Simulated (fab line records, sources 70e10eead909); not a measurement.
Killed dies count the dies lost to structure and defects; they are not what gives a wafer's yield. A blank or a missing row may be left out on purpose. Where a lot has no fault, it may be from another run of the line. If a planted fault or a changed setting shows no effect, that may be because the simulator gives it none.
fab line records	flow nand-harc
record lots=6	wafers=16	last-day=33
route steps=1302 shown A_CONTACT@1031 END@1302
lots untouched by any fault: they come from a run of this same line in which no faults occurred
start-h: hours from the record's opening day to when the first of the lot's shown wafers began	wait-h: how many hours have passed since the lot's step before this one	" identical to the entry in the row above	L1.1+2: a row that stands for several wafers	- either no value or no given start	* or withheld: withheld	< > ~ a bound
route shown NAME@n: a module of which the file shows steps, and the number in the route of the first	usual: mean/standard deviation of fault-free wafers	same: alike in all rows	chamber/n: place in a boat	sites: the reading at each site	_std_site: standard deviation across them	_edge_site: the outer-site mean with the inner-site mean subtracted	radius-mm: for every site, how far away it sits from the centre of the wafer	mask NAME#n: copy n	behind: tool/chamber where the wafer was last shaped	hold: why the lot went on hold/how many hours it stayed there/how the hold came to an end	device: names the non-switching transistor (n, p or np)	end of line: at the end of the route, the tests of the same wafers	step lacking rows: just its recipe	killed: count of dies lost to structure and defects at first sort (not the wafer's yield)	map: a wafer's dies, marking killed ones x, the rest . and places with no die _
set.NAME: the run value of the setting; set.NAME@STEP: its run value at that earlier step	model.NAME: the simulator's own value behind a step, which no gauge read
lots at selected steps of the route; one table per step, one row per wafer
services: when a tool's chamber went out of use (start-h, in hours from the record's first day, below 0 if earlier), for how many hours, and the reason
## steps
# step NHARC_A_CONTACT_COAT_61
# recipe temp-c=260	time-s=75
# step NHARC_A_CONTACT_COAT_62
# recipe temp-c=225	time-s=65
# step NHARC_A_CONTACT_COAT_63
# recipe spin-rpm=1500	resist-thk-nm=90
# step NHARC_A_CONTACT_SOFTBAKE_64
# recipe temp-c=105	time-s=55
# step NHARC_A_CONTACT_EBR_65
# step NHARC_A_CONTACT_EXPOSE_66
# recipe na=1.35	sigma-outer=0.8	dose-mj=59.02	mask-id=A_CC_2
# step NHARC_A_CONTACT_PEB_67
# recipe peb-temp-c=100	peb-time-s=65
# step NHARC_A_CONTACT_DEVELOP_68
# recipe develop-time-s=35	dev-temp-c=23
# step NHARC_A_CONTACT_CD_MEAS_69
# recipe target-cd-nm=300	landing-energy-ev=500
# usual cd-nm=300.1/0.59
# same landing-energy-ev=500
lot.wafer	tool	chamber	start-h	wait-h	cd-nm
L375.2	cd-sem-02	0	493.19	-	299.3
L375.5	"	0	"	"	299.9
L375.6	"	0	"	"	299.6
L382.1	cd-sem-03	0	561.07	-	300.3
L382.2	"	0	"	"	301.4
L382.6	"	0	"	"	300.9
L390.3	cd-sem-01	0	650.23	-	299.1
L390.4	"	0	"	"	299.3
L391.1	cd-sem-03	0	659.56	-	300.2
L391.3	"	0	"	"	300.0
L395.1	cd-sem-01	0	710.62	-	299.8
L395.2	"	0	"	"	299.6
L395.6	"	0	"	"	301.0
L398.2	cd-sem-02	0	741.58	-	299.2
L398.3	"	0	"	"	298.9
L398.6	"	0	"	"	298.5
# step NHARC_A_CONTACT_OVL_MEAS_70
# usual overlay-x-nm=0.1/0.8	overlay-y-nm=0.1/0.82
lot.wafer	tool	chamber	start-h	wait-h	overlay-x-nm	overlay-y-nm
L375.2	overlay-01	-	493.28	-	-0.6	1.0
L375.5	"	-	"	"	-0.1	1.5
L375.6	"	-	"	"	-0.5	1.3
L382.1	overlay-01	-	561.16	-	1.2	-0.3
L382.2	"	-	"	"	0.8	-0.7
L382.6	"	-	"	"	0.7	-1.0
L390.3	overlay-02	-	650.31	-	-0.7	-0.5
L390.4	"	-	"	"	-0.6	0.0
L391.1	overlay-01	-	659.65	-	0.0	-1.0
L391.3	"	-	"	"	-0.1	-0.9
L395.1	overlay-02	-	710.71	-	0.7	0.9
L395.2	"	-	"	"	0.7	1.1
L395.6	"	-	"	"	0.4	0.6
L398.2	overlay-02	-	741.67	-	-0.6	-1.1
L398.3	"	-	"	"	-0.2	-1.0
L398.6	"	-	"	"	-0.8	-1.1
# step NHARC_A_CONTACT_INSPECT_71
# usual raw-defect-count=81/33
lot.wafer	tool	chamber	start-h	wait-h	raw-defect-count
L375.2	defect-inspect-01	-	493.32	0.0	120
L375.5	"	-	"	"	118
L375.6	"	-	"	"	111
L382.1	defect-inspect-02	-	561.19	0.0	66
L382.2	"	-	"	"	79
L382.6	"	-	"	"	94
L390.3	defect-inspect-01	-	650.35	0.0	91
L390.4	"	-	"	"	103
L391.1	defect-inspect-02	-	659.68	0.0	80
L391.3	"	-	"	"	49
L395.1	defect-inspect-01	-	710.74	0.0	123
L395.2	"	-	"	"	110
L395.6	"	-	"	"	126
L398.2	defect-inspect-02	-	741.70	0.0	127
L398.3	"	-	"	"	136
L398.6	"	-	"	"	128
# step NHARC_A_CONTACT_DESCUM_74
# recipe time-s=3	o2-flow-sccm=200	ar-flow-sccm=0	bias-power-w=0	chemistry=O2
# usual drypump-motor-current-A=5.6/0.43	oes-product-au=1.003/0.011	rf-vpp-V=57.6/0.98	showerhead-plenum-p-Torr=1.88/0.092	throttle-valve-pct=11.309/0.008
lot.wafer	tool	chamber	start-h	wait-h	drypump-motor-current-A	oes-product-au	rf-hours-counter-h	rf-vpp-V	showerhead-plenum-p-Torr	throttle-valve-pct
L375.2	rie-diel-09	1	493.76	0.4	5.4	1.011	29	58.3	1.95	11.306
L375.6	"	1	"	"	5.4	1.003	-	58.2	1.94	11.288
L375.5	"	2	"	"	5.1	1.001	-	56.8	1.77	11.303
L382.2	rie-diel-09	0	561.25	0.1	5.3	1.002	8	58.0	1.78	11.306
L382.1	"	1	"	"	5.4	1.008	8	57.7	1.94	11.312
L382.6	"	1	"	"	5.4	1.026	-	57.7	1.94	11.321
L390.3	rie-diel-09	0	650.41	0.1	5.3	0.993	25	58.3	1.77	11.313
L390.4	"	2	"	"	5.1	0.996	21	57.3	1.77	11.318
L391.1	rie-diel-09	2	659.76	0.1	5.2	0.991	23	56.8	1.77	11.297
L391.3	"	1	"	"	5.4	1.019	27	60.2	1.94	11.292
L395.1	rie-diel-02	0	710.82	0.1	5.1	1.015	47	58.3	1.90	11.316
L395.2	"	1	"	"	6.3	0.988	38	58.3	1.93	11.321
L395.6	"	2	"	"	6.3	1.012	-	56.5	1.86	11.313
L398.3	rie-diel-09	3	741.76	0.1	6.0	1.008	11	57.9	2.02	11.313
L398.2	"	2	"	"	5.1	1.010	12	59.1	1.76	11.315
L398.6	"	3	"	"	6.0	1.009	-	58.5	2.02	11.315
# step NHARC_A_CONTACT_ETCH_75
# recipe target-depth-a=390	over-etch-frac=0.3	time-s=65	ion-energy-ev=80	cf4-flow-sccm=150	ar-flow-sccm=0	rf-w=300	bias-w=100	chemistry=CF4
# usual drypump-motor-current-A=5.6/0.43	oes-product-au=1.002/0.011	rf-vpp-V=150.9/1.1	showerhead-plenum-p-Torr=1.74/0.078	throttle-valve-pct=13.283/0.0083
lot.wafer	tool	chamber	start-h	wait-h	drypump-motor-current-A	oes-product-au	rf-hours-counter-h	rf-vpp-V	showerhead-plenum-p-Torr	throttle-valve-pct
L375.2	rie-diel-09	2	493.85	0.1	5.1	0.990	26	149.0	1.65	13.283
L375.5	"	1	"	"	5.4	1.008	-	150.9	1.80	13.287
L375.6	"	2	"	"	5.1	0.991	-	149.0	1.65	13.281
L382.1	rie-diel-09	1	561.35	0.1	5.4	1.018	8	152.2	1.79	13.284
L382.2	"	2	"	"	5.1	0.993	8	149.7	1.65	13.275
L382.6	"	0	"	"	5.3	0.997	-	148.5	1.65	13.267
L390.4	rie-diel-09	0	650.49	0.1	5.3	0.812	25	150.4	1.65	13.276
L390.3	"	1	"	"	5.4	1.006	25	150.7	1.79	13.276
L391.3	rie-diel-09	0	659.97	0.2	5.3	0.989	27	150.2	1.65	13.279
L391.1	"	3	"	"	6.0	0.810	28	152.3	1.86	13.281
L395.1	rie-diel-02	3	710.90	0.1	5.2	0.997	45	151.5	1.71	13.267
L395.2	"	0	"	"	5.1	1.007	47	150.1	1.76	13.285
L395.6	"	3	"	"	5.2	0.992	-	150.0	1.71	13.282
L398.3	rie-diel-09	2	741.86	0.1	5.1	1.014	12	150.2	1.64	13.277
L398.2	"	3	"	"	6.0	1.014	11	152.3	1.86	13.275
L398.6	"	1	"	"	5.4	1.013	-	150.9	1.78	13.291
# step NHARC_A_CONTACT_ETCH_76
# recipe target-depth-a=2600	over-etch-frac=0.3	time-s=475.3	ion-energy-ev=200	n2-flow-sccm=150	h2-flow-sccm=150	ar-flow-sccm=0	rf-w=400	bias-w=150	chemistry=N2/H2
# usual drypump-motor-current-A=5.6/0.45	oes-product-au=1.002/0.0099	rf-vpp-V=430/3.1	showerhead-plenum-p-Torr=2.01/0.11	throttle-valve-pct=14.171/0.0088
lot.wafer	tool	chamber	start-h	wait-h	drypump-motor-current-A	oes-product-au	rf-hours-counter-h	rf-vpp-V	showerhead-plenum-p-Torr	throttle-valve-pct
L375.2	rie-diel-09	0	-	-	5.3	0.996	29	427	1.89	14.151
L375.6	"	2	"	"	5.1	1.004	-	426	1.89	14.171
L375.5	"	3	"	"	6.0	0.998	-	434	2.17	14.159
L382.2	rie-diel-09	0	-	-	5.3	0.993	8	427	1.89	14.157
L382.1	"	2	"	"	5.1	0.990	8	426	1.88	14.163
L382.6	"	1	"	"	5.4	1.013	-	431	2.07	14.176
L390.3	rie-diel-09	2	-	-	5.2	0.998	21	426	1.88	14.171
L390.4	"	3	"	"	6.0	1.000	26	434	2.16	14.174
L391.3	rie-diel-09	1	-	-	5.4	1.006	27	430	2.06	14.176
L391.1	"	2	"	"	5.2	0.993	23	425	1.88	14.170
L395.2	rie-diel-02	2	-	-	6.3	1.001	44	428	1.98	14.162
L395.1	"	0	"	"	5.1	1.021	47	430	2.02	14.168
L395.6	"	2	"	"	6.3	1.013	-	430	1.98	14.154
L398.3	rie-diel-09	2	-	-	5.2	0.997	12	426	1.87	14.183
L398.2	"	0	"	"	5.3	1.000	10	424	1.88	14.183
L398.6	"	3	"	"	6.0	1.006	-	435	2.15	14.156
# step NHARC_END_SORT_01
# recipe temp-c=25
# usual killed-at-array=54/17	killed-at-other=1.0/1.4	killed-at-periphery=3.6/2.1	killed-dies=58/17	killed-open=3.2/2	killed-short=2.5/1.5
# same gross-dies=677
lot.wafer	tool	chamber	start-h	wait-h	killed-at-array	killed-at-other	killed-at-periphery	killed-dies	killed-open	killed-short
L375.2	prober-02	0	553.84	2.8	65	0	4	69	6	1
L375.5	prober-02	0	556.23	3.7	62	0	2	64	7	4
L375.6	prober-02	0	557.03	4.0	62	0	7	69	7	1
L382.1	prober-02	0	624.95	2.5	54	0	3	57	3	2
L382.2	prober-02	0	625.74	2.8	39	0	1	40	2	1
L382.6	prober-02	0	628.89	3.9	65	3	3	71	6	2
L390.3	prober-01	0	712.51	3.1	72	1	5	78	7	0
L390.4	prober-01	0	713.31	3.4	224	0	9	233	9	4
L391.1	prober-01	0	722.22	2.5	212	0	5	217	1	0
L391.3	prober-01	0	723.84	3.1	30	0	4	34	3	2
L395.1	prober-02	0	771.70	2.5	60	0	4	64	3	2
L395.2	prober-02	0	772.49	2.8	66	0	3	69	4	1
L395.6	prober-02	0	775.67	4.0	84	2	5	91	7	2
L398.2	prober-02	0	799.84	2.8	64	1	1	66	2	1
L398.3	prober-02	0	800.64	3.1	93	0	1	94	3	4
L398.6	prober-02	0	803.02	4.0	78	1	1	80	1	1
# killed by level:class
L375.2 A_CHANNEL_HOLE_D2:chamber-film-flake=38 A_STAIRCASE:chamber-film-flake=8 A_CHANNEL_HOLE_D1:chamber-film-flake=5 A_CONTACT:chamber-film-flake=4 A_ONON_D1:geometric-particle:open=2 A_CHANNEL_FILL_D1:geometric-particle:open=2 A_CHANNEL_FILL_D1:chamber-film-flake=2 P_M0:geometric-particle:open=1
L375.5 A_CHANNEL_HOLE_D1:chamber-film-flake=28 A_CHANNEL_HOLE_D2:chamber-film-flake=12 A_CONTACT:chamber-film-flake=6 A_STAIRCASE:chamber-film-flake=3 A_ONON_D1:geometric-particle:open=2 A_CHANNEL_FILL_D2:geometric-particle:open=2 A_WL_FILL:chamber-film-flake=2 P_M0:geometric-particle:open=1
L375.6 A_CHANNEL_HOLE_D2:chamber-film-flake=32 A_CHANNEL_HOLE_D1:chamber-film-flake=13 P_CONTACT:chamber-film-flake=5 A_STAIRCASE:chamber-film-flake=5 A_CHANNEL_FILL_D1:geometric-particle:open=4 A_CHANNEL_FILL_D1:chamber-film-flake=3 A_CONTACT:chamber-film-flake=3 P_GATE:geometric-particle:open=1
L382.1 A_CHANNEL_HOLE_D1:chamber-film-flake=27 A_CHANNEL_HOLE_D2:chamber-film-flake=14 A_DECK1_JOINT:chamber-film-flake=3 A_CHANNEL_FILL_D1:chamber-film-flake=2 A_SLIT:chamber-film-flake=2 P_CONTACT:geometric-particle:open=1 A_ONON_D1:geometric-particle:open=1 A_SGD_CUT:geometric-particle:short=1
L382.2 A_CHANNEL_HOLE_D2:chamber-film-flake=14 A_CHANNEL_HOLE_D1:chamber-film-flake=13 A_STAIRCASE:chamber-film-flake=3 A_DECK1_JOINT:chamber-film-flake=2 A_CONTACT:chamber-film-flake=2 P_GATE:geometric-particle:open=1 A_ONON_D1:geometric-particle:short=1 A_M0:geometric-particle:open=1
L382.6 A_CHANNEL_HOLE_D1:chamber-film-flake=31 A_CHANNEL_HOLE_D2:chamber-film-flake=16 A_CHANNEL_FILL_D1:chamber-film-flake=4 A_DECK1_JOINT:chamber-film-flake=3 A_WL_FILL:chamber-film-flake=3 THIN_TSV:chamber-film-flake=3 P_M0:geometric-particle:open=2 A_M1:geometric-particle:open=2
L390.3 A_CHANNEL_HOLE_D1:chamber-film-flake=31 A_CHANNEL_HOLE_D2:chamber-film-flake=23 A_STAIRCASE:chamber-film-flake=8 P_GATE:chamber-film-flake=3 A_CONTACT:chamber-film-flake=3 A_WL_FILL:geometric-particle:open=2 P_M0:geometric-particle:open=1 A_CHANNEL_HOLE_D2:geometric-particle:open=1
L390.4 A_CONTACT:area-etch=167 A_CHANNEL_HOLE_D2:chamber-film-flake=25 A_CHANNEL_HOLE_D1:chamber-film-flake=10 A_STAIRCASE:chamber-film-flake=9 P_CONTACT:geometric-particle:open=4 P_BONDPAD:chamber-film-flake=2 A_CONTACT:chamber-film-flake=2 P_M0:geometric-particle:short=1
L391.1 A_CONTACT:area-etch=162 A_CHANNEL_HOLE_D1:chamber-film-flake=36 A_CONTACT:chamber-film-flake=7 P_M1:chamber-film-flake=5 A_SLIT:chamber-film-flake=3 A_STAIRCASE:chamber-film-flake=2 A_M0:geometric-particle:open=1 A_CHANNEL_FILL_D1:chamber-film-flake=1
L391.3 A_CHANNEL_HOLE_D1:chamber-film-flake=10 A_CONTACT:chamber-film-flake=5 P_M1:chamber-film-flake=4 A_SLIT:chamber-film-flake=4 A_STAIRCASE:chamber-film-flake=3 A_ONON_D2:geometric-particle:open=2 A_ONON_D1:geometric-particle:short=1 A_CHANNEL_HOLE_D1:geometric-particle:short=1
L395.1 A_SLIT:chamber-film-flake=26 A_CHANNEL_HOLE_D2:chamber-film-flake=16 A_CHANNEL_HOLE_D1:chamber-film-flake=6 A_STAIRCASE:chamber-film-flake=4 P_GATE:chamber-film-flake=2 A_SGD_CUT:chamber-film-flake=2 A_CONTACT:chamber-film-flake=2 P_GATE:geometric-particle:short=1
L395.2 A_SLIT:chamber-film-flake=21 A_CHANNEL_HOLE_D2:chamber-film-flake=17 A_CHANNEL_HOLE_D1:chamber-film-flake=12 A_STAIRCASE:chamber-film-flake=5 A_ONON_D1:geometric-particle:open=2 A_DECK1_JOINT:geometric-particle:open=2 P_ZERO_WELL:chamber-film-flake=2 A_CONTACT:chamber-film-flake=2
L395.6 A_CHANNEL_HOLE_D2:chamber-film-flake=36 A_SLIT:chamber-film-flake=26 A_CHANNEL_HOLE_D1:chamber-film-flake=10 A_STAIRCASE:chamber-film-flake=5 P_ZERO_WELL:chamber-film-flake=3 A_ONON_D2:geometric-particle:open=2 P_GATE:geometric-particle:open=1 P_M1:geometric-particle:short=1
L398.2 A_SLIT:chamber-film-flake=23 A_CHANNEL_HOLE_D2:chamber-film-flake=19 A_CHANNEL_HOLE_D1:chamber-film-flake=8 A_CHANNEL_FILL_D1:chamber-film-flake=4 A_CHANNEL_FILL_D2:chamber-film-flake=2 A_STAIRCASE:chamber-film-flake=2 A_CHANNEL_FILL_D1:geometric-particle:open=1 A_CHANNEL_FILL_D1:geometric-particle:short=1
L398.3 A_SLIT:chamber-film-flake=36 A_CHANNEL_HOLE_D2:chamber-film-flake=34 A_CHANNEL_HOLE_D1:chamber-film-flake=7 A_CONTACT:geometric-particle:open=2 A_M1:geometric-particle:short=2 A_CHANNEL_FILL_D1:chamber-film-flake=2 A_CHANNEL_FILL_D2:chamber-film-flake=2 A_WL_FILL:chamber-film-flake=2
L398.6 A_CHANNEL_HOLE_D2:chamber-film-flake=32 A_CHANNEL_HOLE_D1:chamber-film-flake=24 A_SLIT:chamber-film-flake=13 A_CHANNEL_FILL_D1:chamber-film-flake=2 A_DECK1_JOINT:chamber-film-flake=2 P_GATE:geometric-particle:short=1 A_CONTACT:geometric-particle:open=1 A_CHANNEL_FILL_D2:chamber-film-flake=1
# map L390.4 (x killed, . not)
____________x____________
_________..x...._________
_______...x.....xx_______
______...x......x..______
_____x.......x..x..._____
____...xxxx.....x.xx.____
____...x.x...x.xxxx..____
___.....xxxxx...xxxxx.___
___...x...x..x.x.xx.x.___
__....xx.xx..x.x..xx...__
__..xx...xxx.x.x.xxxxx.__
_..x.x.xxxxx...xxxxxx..._
_..x..x..xx...x.xx.xxx.x_
_.x...xxx.xx.xx..xxxxxxx_
_.....x..x.xx...xxxx.xx._
_.x..x.x.x.x.x...x..xx.._
x........x.x.x..xx...x...
....x...xx...xxx.x..x....
....x...xxxx.xxxxx..x.x.x
x.....x....xxx..x....x...
.x...x..xxx.xx..xx.......
_......x...xx.xx....xx.._
_.x...xxx.x...xxxxx..x.._
_...x..x....x...x.x.x..._
_........x...xx...x..xx._
_x.....x.xx..x....xx...._
__....x.x..........xx..__
__.........xx..x.......__
___x...x..........x...___
___.....x....x....x...___
____.....x.....x..x..____
____.......xx..x..x..____
_____..x..x..x......_____
______xxx..x.......______
_______xxx.x......_______
_________xx....._________
____________.____________
# map L391.1 (x killed, . not)
____________x____________
_________xxx.xxx_________
_______xxx.xxxxx.x_______
______xx.x.xx..xxxx______
_____x....xxx.xxx.xx_____
____xxx.xx.x.xx..xxxx____
____.xxx.....xx.xxxx.____
___x.x.x......x..x.x.x___
___xxx....x...x..xx.xx___
__..x...x..xx...x..x.xx__
__xx..x...xx........xxx__
_x............x..x.x.x.x_
_xx..xx..........xx..xxx_
_x..xx..............xxxx_
_xxxx..........x..x.x.xx_
_x.xx.x...............xx_
xxxxxx.x...............x.
xxxxx.x............xxx.xx
xx..x.x.............x.xxx
x.xxx.....x..x....x.xx.xx
.x.xxx...............x..x
_x......x..............x_
_.x.x.............x....x_
_x...........x.........x_
_...x.................x._
_xxx..x..x.............x_
__.....x..............x__
__x...x........x..x..x.__
___....x..........x...___
___..x...x........x..x___
____..x...........x..____
____x........x..x....____
_____x.....x..x....._____
______...xxx.x.....______
_______x.x..x....._______
_________xx.x..._________
____________.____________
## services
tool	chamber	start-h	hours	kind
rie-diel-09	0	476.27	-	clean
rie-diel-09	1	476.27	-	clean
rie-diel-09	2	476.27	-	clean
rie-diel-09	3	476.27	-	clean
rie-diel-09	-	497.26	9.0	pm
rie-diel-09	0	497.26	9.0	vent-cycle
rie-diel-09	1	497.26	9.0	vent-cycle
rie-diel-09	2	497.26	9.0	vent-cycle
rie-diel-09	3	497.26	9.0	vent-cycle
rie-diel-09	0	506.26	-	clean
rie-diel-09	1	506.26	-	clean
rie-diel-09	2	506.26	-	clean
rie-diel-09	3	506.26	-	clean
rie-diel-02	3	511.41	3.6	repair
rie-diel-09	0	530.82	5.3	repair
rie-diel-09	1	531.24	-	clean
rie-diel-09	2	531.24	-	clean
rie-diel-09	3	531.24	-	clean
rie-diel-09	0	555.74	-	clean
rie-diel-02	-	570.87	9.0	pm
rie-diel-09	2	572.13	18.2	repair
rie-diel-02	1	663.23	13.8	repair
rie-diel-09	-	674.26	9.0	pm
rie-diel-02	2	725.34	8.4	repair
## key
first-sign step=NHARC_A_CONTACT_ETCH_75	reading=oes-product-au	direction=down	sigmas=17	usual=1.002	struck=0.811
effect step=NHARC_END_SORT_01	reading=killed-dies	direction=up	sigmas=9.7	usual=58	struck=225
more-kills-born-at NHARC_A_CONTACT_ETCH_75@rie-diel-09=329
met-at NHARC_A_CONTACT_ETCH_75
struck-wafers L390.4,L391.1
tester-left-out L390,L391
onset-between 561.35 650.49
fault kind=process-parameter-drift	tool=rie-diel-09	chamber=-	onset-h=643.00	steps=NHARC_A_CONTACT_ETCH_75	channel=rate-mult	offset=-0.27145	shape=step	end-h=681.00	scope=struck-wafers-only
# tester-left-out: of these lots the tester's yield and bins aren't shown, on N5 and GAA mostly nor the transistor test; their killed dies are dies lost to structure and defects alone, not to doping, threshold or leakage, so they don't give the yield
